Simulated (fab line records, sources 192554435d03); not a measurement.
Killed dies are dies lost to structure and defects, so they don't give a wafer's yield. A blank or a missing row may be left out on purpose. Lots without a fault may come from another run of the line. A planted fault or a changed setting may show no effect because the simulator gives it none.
Split-lot experiment | flow n5_finfet | 7 lots, 21 wafers read, on a route of 1938 steps

THE SPLIT
At N5_BEOL_M12_SPUTTER_44 (material Ta, target thk 10 nm, time 16.13 s), the setting time_s was moved away from the recipe's 16.13 s on 10 of the 21 wafers read, by -14.4% to +13.3%. The other wafers ran this setting at the recipe's value.

The reading is taken at the split's own step.

THE READING
Ta_of_BEOL_M12_SPUTTER_44.thk_nm (the simulator's own value, which no gauge read), in nm, at N5_BEOL_M12_SPUTTER_44 (material Ta, target thk 10 nm, time 16.13 s). The file gives no usual value for it. The 11 wafers here that ran the recipe average 9.9 nm, standard deviation 0.18 nm.

wafer  | tool, chamber at the split | time_s as run, s | against the recipe | Ta_of_BEOL_M12_SPUTTER_44.thk_nm, nm | against lot-mates on the recipe
L077.2 | pvd_sputter-02, -          | 16.13            | recipe             | 9.6                                  | -
L077.4 | pvd_sputter-02, -          | 13.81            | -14.4%             | 8.4                                  | -1.3
L077.6 | pvd_sputter-02, -          | 16.13            | recipe             | 9.8                                  | -
L079.1 | pvd_sputter-01, -          | 16.13            | recipe             | 9.8                                  | -
L079.3 | pvd_sputter-01, -          | 18.28            | +13.3%             | 11.2                                 | +1.4
L079.6 | pvd_sputter-01, -          | 18.28            | +13.3%             | 11.2                                 | +1.4
L081.4 | pvd_sputter-03, -          | 14.75            | -8.6%              | 9.2                                  | -0.8
L081.5 | pvd_sputter-03, -          | 16.13            | recipe             | 10                                   | -
L081.6 | pvd_sputter-03, -          | 16.13            | recipe             | 10                                   | -
L083.2 | pvd_sputter-02, -          | 16.13            | recipe             | 10.2                                 | -
L083.3 | pvd_sputter-02, -          | 16.13            | recipe             | 9.8                                  | -
L083.6 | pvd_sputter-02, -          | 16.13            | recipe             | 10                                   | -
L088.1 | pvd_sputter-02, -          | 16.13            | recipe             | 10.2                                 | -
L088.3 | pvd_sputter-02, -          | 17.1             | +6.0%              | 10.6                                 | +0.4
L088.6 | pvd_sputter-02, -          | 17.1             | +6.0%              | 10.8                                 | +0.6
L086.1 | pvd_sputter-01, -          | 16.13            | recipe             | 9.8                                  | -
L086.4 | pvd_sputter-01, -          | 14.9             | -7.6%              | 9.2                                  | -0.6
L086.6 | pvd_sputter-01, -          | 14.9             | -7.6%              | 9.2                                  | -0.6
L092.2 | pvd_sputter-01, -          | 16.13            | recipe             | 9.8                                  | -
L092.4 | pvd_sputter-01, -          | 15.3             | -5.1%              | 9.4                                  | -0.4
L092.5 | pvd_sputter-01, -          | 15.3             | -5.1%              | 9.2                                  | -0.6

THE FIT
A straight line over all 21 wafers: Ta_of_BEOL_M12_SPUTTER_44.thk_nm changes by +0.101 nm for each +1% of time_s; r = +0.97; the points scatter about the line by 0.16 nm.
The same after taking each lot's own level away (the mean of its wafers on the recipe; 21 wafers): +0.0951 nm for each +1%; r = +0.99; scatter 0.11 nm.
On that fit, the largest move of time_s shifts the reading by 1.4 nm.
The lots' own levels span 9.70 to 10.20 nm, that is 2.8 times the standard deviation above.
So the lot-to-lot level changes the slope little: the two slopes agree.
Check: with one of the wafers moved furthest among these (-14.4%) left out of the fit, the line predicts -1.36 nm for it against its lot-mates. It came out at -1.3 nm against them.

OTHER SPLITS ON THESE WAFERS
These wafers also went through other splits before the reading. Each is held against what the fit with the lots' levels taken away leaves over:
other split on the same wafers | wafers away from the commonest value | r with Ta_of_BEOL_M12_SPUTTER_44.thk_nm (lot level and that fit taken away)
N5_BEOL_M11_COAT_59 spin_rpm   | 6                                    | +0.40
N5_BEOL_M11_COAT_22 spin_rpm   | 5                                    | -0.10
N5_BEOL_M11_ETCH_66 time_s     | 10                                   | +0.24

THE FILE'S OWN FIT
Ta_of_BEOL_M12_SPUTTER_44.thk_nm changes by +0.094 nm for each +1% of time_s, r = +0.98.
